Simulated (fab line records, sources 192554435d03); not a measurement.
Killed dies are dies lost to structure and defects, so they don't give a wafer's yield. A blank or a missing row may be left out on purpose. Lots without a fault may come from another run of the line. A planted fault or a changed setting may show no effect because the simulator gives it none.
A struck lot beside a sound one | flow n5_finfet | 14 steps out of a route of 1938
Sound: wafers L402.1, L402.3, L402.6. Struck: wafers L414.1, L414.2, L414.3. The cause comes at the end.
At each step with rows: each side's tool, then ch and its chambers, then its first start. Under that, the readings that differ: sound wafers | struck wafers | difference of the means | sigmas: that difference in standard deviations of wafers without a fault.
alike: readings whose means differ by less than 2 such deviations, and words and numbers that are the same on both sides. not compared: withheld readings, readings that some wafer has no value for, bounds like >300 that may hide the same value, and numbers for which the record gives no deviation and whose values overlap.
The two part at a step that has a row with sigmas, a row that says differs or no value, or rows on one side only. Numbers that don't overlap but have no deviation are shown without sigmas and don't part them. A reading that every wafer of one side lacks parts them only if that side has two wafers or more.

N5_BEOL_M2_INSPECT_59: inspects for defects (darkfield).
  sound on defect_inspect-01, day 8 02:09; struck on defect_inspect-02, day 10 10:07
  alike: raw_defect_count
N5_BEOL_M3_ILD_DEP_00: deposits SiOC from DEMS/O2, target thk 79 nm, time 15.3 s.
  sound on pecvd-02 ch 0,2, day 8 02:11; struck on pecvd-04 ch 0,2, day 10 10:10
  alike: chamber_pressure_Torr, heater_power_w, showerhead_plenum_p_Torr, susceptor_temp_C, throttle_valve_pct
  not compared: since_wet_clean_h
N5_BEOL_M3_THK_MEAS_01:
  sound on film_metro-01, day 8 02:15; struck on film_metro-01, day 10 10:15
  alike: M3_ILD_THK
N5_BEOL_M3_PECVD_72: deposits SiO2 from TEOS/O2, target thk 16 nm, time 18 s.
  sound on pecvd-01 ch 0,2, day 8 02:17; struck on pecvd-01 ch 0,1, day 10 10:17
  alike: chamber_pressure_Torr, heater_power_w, showerhead_plenum_p_Torr, susceptor_temp_C, throttle_valve_pct
  not compared: since_wet_clean_h
N5_BEOL_M3_HM_DEP_02: deposits TiN, target thk 20 nm.
  sound on pvd_sputter-01, day 8 03:09; struck on pvd_sputter-03, day 10 11:41
  reading                | sound          | struck         | difference | sigmas
  throttle_valve_pct (%) | 29.4 30.1 28.3 | 30.6 32.1 31.3 | +2.1       | +2
  alike: susceptor_temp_C
then, 7 steps without rows for these wafers: N5_BEOL_M3_COAT_61 (time 60 s, resist thk 60 nm); N5_BEOL_M3_COAT_62 (time 60 s, resist thk 12 nm); N5_BEOL_M3_COAT_73 (time 60 s, resist thk 5 nm); N5_BEOL_M3_COAT_05 (resist thk 30 nm); N5_BEOL_M3_EBR_07; N5_BEOL_M3_SOFTBAKE_06 (time 60 s); N5_BEOL_M3_EXPOSE_08 (exposes mask M3).
N5_BEOL_M3_PEB_09: peb time 60 s.
  sound on litho_track-05 ch 0, day 8 03:28; struck on litho_track-01, day 10 12:08
  no value came back on the struck wafers for chill_plate_temp_C (C), exhaust_pa (Pa); on the sound wafers chill_plate_temp_C (C) reads 23.20 23.03 23.19
then, 1 step without rows for these wafers: N5_BEOL_M3_DEVELOP_10 (develop time 30 s).

WHERE THEY PART
First at N5_BEOL_M3_HM_DEP_02; last, within this record, at N5_BEOL_M3_PEB_09.

WHY: what the simulator had put in
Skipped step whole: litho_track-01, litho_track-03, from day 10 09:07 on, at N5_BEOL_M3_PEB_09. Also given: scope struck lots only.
